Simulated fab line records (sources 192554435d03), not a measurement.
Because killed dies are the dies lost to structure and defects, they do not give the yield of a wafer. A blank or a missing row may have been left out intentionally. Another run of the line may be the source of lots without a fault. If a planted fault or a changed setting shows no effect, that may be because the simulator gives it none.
Chamber matching + flow n5 finfet + N5_BEOL_M1_ETCH_64 on rie diel-06 has 4 sister chambers
The step etches SOC in N2/H2, target depth 75 nm, overetch 15 nm, time 112.5 s. 8 wafers are shown with their chamber, then 10 later ones without.

== EACH WAFER AND ITS CHAMBER ==
| wafer  | chamber | drypump motor current A (A) | showerhead plenum p Torr (Torr) |
|--------|---------|-----------------------------|---------------------------------|
| L078.5 | 1       | 5.9                         | 2.60                            |
| L082.2 | 0       | 5.0                         | 2.38                            |
| L082.3 | 2       | 6.4                         | 2.51                            |
| L084.1 | 2       | 6.4                         | 2.50                            |
| L084.3 | 0       | 4.9                         | 2.38                            |
| L087.5 | 3       | 6.3                         | 2.58                            |
| L088.1 | 1       | 5.9                         | 2.59                            |
| L088.3 | 3       | 6.3                         | 2.58                            |

== WAFERS WITH NO CHAMBER GIVEN ==
| wafer  | drypump motor current A (A) | showerhead plenum p Torr (Torr) |
|--------|-----------------------------|---------------------------------|
| L088.4 | 5.9                         | 2.59                            |
| L090.1 | 6.3                         | 2.50                            |
| L090.2 | 5.8                         | 2.59                            |
| L090.5 | 6.3                         | 2.58                            |
| L093.1 | 6.3                         | 2.50                            |
| L093.3 | 6.3                         | 2.58                            |
| L093.6 | 6.3                         | 2.58                            |
| L096.1 | 6.3                         | 2.50                            |
| L096.3 | 4.9                         | 2.69                            |
| L096.5 | 6.3                         | 2.50                            |

== THE CHAMBER EACH PASSED THROUGH ==
| wafer  | from the rows above | in truth                   |
|--------|---------------------|----------------------------|
| L088.4 | 1                   | 1                          |
| L090.1 | 2                   | 2                          |
| L090.2 | 1                   | 1                          |
| L090.5 | 3                   | 3                          |
| L093.1 | 2                   | 2                          |
| L093.3 | 3                   | 3                          |
| L093.6 | 3                   | 3                          |
| L096.1 | 2                   | 2                          |
| L096.3 | 1                   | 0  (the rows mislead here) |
| L096.5 | 2                   | 2                          |
Placed correctly: 9 of 10. Can't be placed from these rows: 0. Placed wrongly: 1.
How it was worked out, from the rows above alone: a wafer's distance from a chamber is the root of the sum, over the readings, of the square of ((its reading less the chamber's mean) divided by the reading's scatter). If the next closest chamber is less than 2 further off than the closest, the wafer can't be placed; otherwise it belongs to the closest. Each chamber's mean is taken over the wafers shown for it. The scatter: the root of (the sum of the squares of (reading less its chamber's mean) over the shown wafers, divided by (wafers less chambers)).
